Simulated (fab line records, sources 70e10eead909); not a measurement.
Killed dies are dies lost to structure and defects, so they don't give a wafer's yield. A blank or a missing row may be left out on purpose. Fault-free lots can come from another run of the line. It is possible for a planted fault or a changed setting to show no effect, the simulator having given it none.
Matching of chambers || flow nand_harc || cmp-01 running NHARC_A_STAIRCASE_CMP_450: 4 sister chambers
The step polishes SiO2, target thk 200 nm. 18 wafers are shown with their chamber, then 9 later ones without.

WAFERS WITH THEIR CHAMBER
{"wafer": "L076.1", "chamber": 2, "motor_current_A (A)": 12.3, "retaining_ring_pressure_frac": 0.994, "edge_zone_pressure_frac": 1.000}
{"wafer": "L076.3", "chamber": 1, "motor_current_A (A)": 11.3, "retaining_ring_pressure_frac": 1.008, "edge_zone_pressure_frac": 0.998}
{"wafer": "L076.5", "chamber": 1, "motor_current_A (A)": 11.2, "retaining_ring_pressure_frac": 1.004, "edge_zone_pressure_frac": 1.000}
{"wafer": "L079.3", "chamber": 0, "motor_current_A (A)": 13.5, "retaining_ring_pressure_frac": 0.992, "edge_zone_pressure_frac": 1.006}
{"wafer": "L079.4", "chamber": 3, "motor_current_A (A)": 11.4, "retaining_ring_pressure_frac": 0.997, "edge_zone_pressure_frac": 1.002}
{"wafer": "L079.6", "chamber": 1, "motor_current_A (A)": 11.4, "retaining_ring_pressure_frac": 1.000, "edge_zone_pressure_frac": 0.996}
{"wafer": "L084.1", "chamber": 0, "motor_current_A (A)": 13.0, "retaining_ring_pressure_frac": 1.001, "edge_zone_pressure_frac": 1.006}
{"wafer": "L084.3", "chamber": 1, "motor_current_A (A)": 12.2, "retaining_ring_pressure_frac": 1.001, "edge_zone_pressure_frac": 1.005}
{"wafer": "L084.4", "chamber": 2, "motor_current_A (A)": 12.4, "retaining_ring_pressure_frac": 0.996, "edge_zone_pressure_frac": 1.005}
{"wafer": "L086.1", "chamber": 3, "motor_current_A (A)": 11.9, "retaining_ring_pressure_frac": 1.002, "edge_zone_pressure_frac": 1.004}
{"wafer": "L086.2", "chamber": 2, "motor_current_A (A)": 12.0, "retaining_ring_pressure_frac": 0.994, "edge_zone_pressure_frac": 1.001}
{"wafer": "L086.4", "chamber": 0, "motor_current_A (A)": 13.1, "retaining_ring_pressure_frac": 0.999, "edge_zone_pressure_frac": 0.993}
{"wafer": "L088.3", "chamber": 0, "motor_current_A (A)": 13.2, "retaining_ring_pressure_frac": 1.005, "edge_zone_pressure_frac": 0.992}
{"wafer": "L088.5", "chamber": 1, "motor_current_A (A)": 10.9, "retaining_ring_pressure_frac": 1.004, "edge_zone_pressure_frac": 0.997}
{"wafer": "L088.6", "chamber": 0, "motor_current_A (A)": 13.0, "retaining_ring_pressure_frac": 1.009, "edge_zone_pressure_frac": 0.998}
{"wafer": "L087.1", "chamber": 2, "motor_current_A (A)": 12.2, "retaining_ring_pressure_frac": 1.001, "edge_zone_pressure_frac": 1.002}
{"wafer": "L087.3", "chamber": 1, "motor_current_A (A)": 11.5, "retaining_ring_pressure_frac": 0.995, "edge_zone_pressure_frac": 1.005}
{"wafer": "L087.6", "chamber": 2, "motor_current_A (A)": 12.1, "retaining_ring_pressure_frac": 0.997, "edge_zone_pressure_frac": 1.001}

SIGNATURES (averages over the wafers above)
{"reading": "motor_current_A", "chamber 0": 13.160, "chamber 1": 11.417, "chamber 2": 12.200, "chamber 3": 11.650, "scatter within a chamber": 0.31}
{"reading": "retaining_ring_pressure_frac", "chamber 0": 1.00120, "chamber 1": 1.00200, "chamber 2": 0.99640, "chamber 3": 0.99950, "scatter within a chamber": 0.00469}
{"reading": "edge_zone_pressure_frac", "chamber 0": 0.99900, "chamber 1": 1.00017, "chamber 2": 1.00180, "chamber 3": 1.00300, "scatter within a chamber": 0.00447}
Rule: for each reading, subtract the chamber's mean from the wafer's reading, divide by that reading's scatter and square the result; add these up over the readings and take the root, which gives the wafer's distance from the chamber. If the next closest chamber is less than 2 further off than the closest, the wafer can't be placed; otherwise it belongs to the closest. How the scatter is found: for the shown wafers, subtract from each reading the mean of its chamber, square and add these, divide the total by (wafers less chambers), then take the root.

WAFERS WITHOUT THEIR CHAMBER
{"wafer": "L090.4", "motor_current_A (A)": 11.7, "retaining_ring_pressure_frac": 0.997, "edge_zone_pressure_frac": 0.996}
{"wafer": "L090.5", "motor_current_A (A)": 11.4, "retaining_ring_pressure_frac": 1.012, "edge_zone_pressure_frac": 1.000}
{"wafer": "L090.6", "motor_current_A (A)": 12.6, "retaining_ring_pressure_frac": 0.990, "edge_zone_pressure_frac": 0.994}
{"wafer": "L092.2", "motor_current_A (A)": 12.9, "retaining_ring_pressure_frac": 1.004, "edge_zone_pressure_frac": 1.010}
{"wafer": "L092.4", "motor_current_A (A)": 10.5, "retaining_ring_pressure_frac": 0.996, "edge_zone_pressure_frac": 1.003}
{"wafer": "L092.6", "motor_current_A (A)": 11.8, "retaining_ring_pressure_frac": 1.002, "edge_zone_pressure_frac": 1.007}
{"wafer": "L096.1", "motor_current_A (A)": 11.4, "retaining_ring_pressure_frac": 1.005, "edge_zone_pressure_frac": 1.003}
{"wafer": "L096.2", "motor_current_A (A)": 13.2, "retaining_ring_pressure_frac": 0.995, "edge_zone_pressure_frac": 0.997}
{"wafer": "L096.5", "motor_current_A (A)": 12.8, "retaining_ring_pressure_frac": 0.992, "edge_zone_pressure_frac": 0.997}

EACH ONE'S CHAMBER
{"wafer": "L090.4", "from the rows above": "can't be placed: 3 or 1 or 2", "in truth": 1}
{"wafer": "L090.5", "from the rows above": "can't be placed: 1 or 3", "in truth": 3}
{"wafer": "L090.6", "from the rows above": "can't be placed: 2 or 0 or 3", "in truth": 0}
{"wafer": "L092.2", "from the rows above": "can't be placed: 0 or 2 or 3", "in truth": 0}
{"wafer": "L092.4", "from the rows above": "can't be placed: 1 or 3", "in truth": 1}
{"wafer": "L092.6", "from the rows above": "can't be placed: 3 or 1 or 2", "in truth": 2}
{"wafer": "L096.1", "from the rows above": "can't be placed: 1 or 3", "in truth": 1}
{"wafer": "L096.2", "from the rows above": 0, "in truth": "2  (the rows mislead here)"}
{"wafer": "L096.5", "from the rows above": "can't be placed: 0 or 2 or 3", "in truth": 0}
Placed correctly: 0 of 9. From these rows, 8 cannot be placed; in 8 the true chamber is one of the candidates. Number placed wrongly: 1.
